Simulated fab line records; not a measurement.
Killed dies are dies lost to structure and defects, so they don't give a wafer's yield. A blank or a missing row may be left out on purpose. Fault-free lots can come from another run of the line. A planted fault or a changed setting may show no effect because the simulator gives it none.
The tool behind it: which one? :: flow n5_finfet :: route of 1938 steps, sampled at 1 step: 12 lots, 36 wafers

## WHAT THE GAUGES SHOWED, per wafer
N5_BEOL_M11_OVL_MEAS_12.
lot: L075
measured: day 11 00:49
on: overlay-02
M11_OVL (nm): -1.4 -0.9 -1.0

lot: L079
measured: day 11 13:38
on: overlay-01
M11_OVL (nm): -1.8 -0.9 -0.7

lot: L078
measured: day 11 19:41
on: overlay-02
M11_OVL (nm): -0.7 -0.4 -0.3

lot: L081
measured: day 12 10:25
on: overlay-02
M11_OVL (nm): -0.3 -0.7 -0.3

lot: L083
measured: day 13 02:35
on: overlay-01
M11_OVL (nm): -1.6 -2.3 -1.6

lot: L086
measured: day 13 15:43
on: overlay-01
M11_OVL (nm): 0.1 0.2 0.7

lot: L088
measured: day 13 22:17
on: overlay-02
M11_OVL (nm): -1.0 0.2 0.3

lot: L090
measured: day 14 17:01
on: overlay-02
M11_OVL (nm): -0.2 -1.1 -0.3

lot: L091
measured: day 15 01:01
on: overlay-01
M11_OVL (nm): -0.4 -1.7 -0.2

lot: L093
measured: day 15 08:40
on: overlay-02
M11_OVL (nm): -2.6 -1.6 -1.5

lot: L096
measured: day 16 03:38
on: overlay-01
M11_OVL (nm): -0.4 0.3 0.1

lot: L097
measured: day 16 11:30
on: overlay-02
M11_OVL (nm): 0.8 0.5 0.4

## WHICH TOOL RAN EACH LOT (tool, then ch and the chambers of the sampled wafers, then the start)
The record holds no process step before these readings.

## THE ANSWER, worked out from the rows above alone
Rule: the lots themselves supply what counts as usual. Put in order of their means at a reading, lots are off if they are a third of the lots or fewer, leave a main group of 4 or more, and stand apart from it by a gap of 3 or more times the standard deviation of the main group's means; of several such gaps the widest counts. Not used: any main group whose means are identical at the precision the tables above print for the reading. Also off: a lot with no number at a reading for which 4 or more lots have one. Where the step has rows for the other lots, those lots are counted as sound.
Across all readings shown, no lot is off: no conclusion can be drawn from this.

## WHAT THE SIMULATOR HAD PUT IN
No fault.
